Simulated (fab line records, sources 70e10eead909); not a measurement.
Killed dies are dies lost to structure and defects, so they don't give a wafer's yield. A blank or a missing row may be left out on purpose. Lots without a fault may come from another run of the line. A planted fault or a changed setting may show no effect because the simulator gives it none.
Chamber matching | flow nand_harc | NHARC_A_STAIRCASE_TRIM_229 on rie_diel-02: 4 sister chambers
The step chemistry O2, time 211.2 s. 4 wafers are shown with their chamber, then 12 later ones without.

WAFERS WITH THEIR CHAMBER
wafer  | chamber | showerhead_plenum_p_Torr (Torr)
L085.6 | 3       | 3.77
L090.2 | 0       | 3.72
L088.1 | 2       | 3.40
L088.5 | 1       | 3.51

WAFERS WITHOUT THEIR CHAMBER
wafer  | showerhead_plenum_p_Torr (Torr)
L092.4 | 3.76
L092.5 | 3.51
L092.6 | 3.39
L093.1 | 3.71
L093.4 | 3.39
L093.5 | 3.50
L095.2 | 3.39
L095.4 | 3.75
L095.6 | 3.75
L095.1 | 3.71
L095.3 | 3.50
L095.5 | 3.39

WHICH CHAMBER EACH WENT THROUGH
wafer  | from the rows above     | in truth
L092.4 | 3                       | 3
L092.5 | 1                       | 1
L092.6 | 2                       | 2
L093.1 | 0                       | 0
L093.4 | 2                       | 2
L093.5 | 1                       | 1
L095.2 | 2                       | 2
L095.4 | can't be placed: 3 or 0 | 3
L095.6 | can't be placed: 3 or 0 | 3
L095.1 | 0                       | 0
L095.3 | 1                       | 1
L095.5 | 2                       | 2
Placed correctly: 10 of 12. Can't be placed from these rows: 2 (the true chamber is among the candidates in 2). Placed wrongly: 0.
How it was worked out, from the rows above alone: a wafer's distance from a chamber is the root of the sum, over the readings, of the square of ((its reading less the chamber's mean) divided by the reading's scatter). The wafer belongs to the nearest chamber; if the next one is less than 2 further off, it can't be placed. A chamber's mean is the mean of its shown wafers. The scatter: with one shown wafer a chamber, the root of the mean of the squares of how far each hidden wafer lies from its nearest shown one.
